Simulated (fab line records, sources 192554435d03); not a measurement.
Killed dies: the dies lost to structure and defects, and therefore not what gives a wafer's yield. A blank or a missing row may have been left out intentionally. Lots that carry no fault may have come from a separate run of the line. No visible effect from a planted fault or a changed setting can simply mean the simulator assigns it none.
Matching of chambers    flow n5_finfet    N5_ZERO_LAYER_DESCUM_16 on rie_diel-02: 4 sister chambers
The step chemistry O2, time 7.9 s. 20 wafers are shown with their chamber, then 10 later ones without.

WAFERS PAIRED WITH THEIR CHAMBERS
wafer   chamber  showerhead_plenum_p_Torr (Torr)  drypump_motor_current_A (A)  throttle_valve_pct (%)
L074.1  1        2.22                             6.3                          20.72
L074.2  3        2.10                             5.5                          20.46
L074.3  0        2.16                             5.4                          20.35
L075.1  3        2.10                             5.5                          20.47
L075.5  1        2.22                             6.3                          20.73
L075.6  0        2.16                             5.4                          20.35
L077.1  1        2.22                             6.4                          20.74
L077.5  0        2.16                             5.4                          20.37
L077.6  3        2.10                             5.5                          20.47
L079.2  2        2.04                             5.5                          20.26
L079.3  3        2.10                             5.5                          20.47
L079.4  0        2.16                             5.4                          20.37
L084.1  2        2.03                             5.5                          20.28
L084.4  0        2.16                             5.4                          20.37
L084.5  2        2.03                             5.5                          20.28
L085.1  2        2.03                             5.5                          20.26
L085.4  0        2.16                             5.4                          20.36
L085.6  1        2.22                             6.3                          20.74
L087.3  0        2.16                             5.4                          20.37
L087.4  2        2.03                             5.5                          20.28

SIGNATURES, as means of the wafers listed above
reading                   chamber 0  chamber 1  chamber 2  chamber 3  scatter within a chamber
showerhead_plenum_p_Torr  2.1600     2.2200     2.0320     2.1000     0.00224
drypump_motor_current_A   5.400      6.325      5.500      5.500      0.0217
throttle_valve_pct        20.3629    20.7325    20.2720    20.4675    0.00926
Rule: a wafer lies at a distance from a chamber equal to the root of the sum of squares, over the readings, of (its reading less the chamber's mean, divided by the reading's scatter). The wafer belongs to the nearest chamber; if the next one is less than 2 further off, it can't be placed. The scatter: take each reading less its chamber's mean, square it, sum over the shown wafers, divide by the number of wafers less the number of chambers, and take the root.

WAFERS MISSING THEIR CHAMBER
wafer   showerhead_plenum_p_Torr (Torr)  drypump_motor_current_A (A)  throttle_valve_pct (%)
L087.6  2.22                             6.3                          20.76
L089.1  2.10                             5.4                          20.50
L089.2  2.03                             5.5                          20.27
L089.4  2.15                             5.4                          20.37
L092.1  2.15                             5.4                          20.40
L092.2  2.03                             5.5                          20.30
L092.3  2.21                             6.3                          20.77
L097.1  2.09                             5.5                          20.52
L097.4  2.03                             5.5                          20.30
L097.6  2.09                             5.5                          20.50

WHICH CHAMBER EACH WENT THROUGH
wafer   from the rows above  in truth
L087.6  1                    1
L089.1  3                    3
L089.2  2                    2
L089.4  0                    0
L092.1  0                    0
L092.2  2                    2
L092.3  1                    1
L097.1  3                    3
L097.4  2                    2
L097.6  3                    3
10 of 10 placed correctly. From these rows, 0 cannot be placed. Wrongly placed: 0.
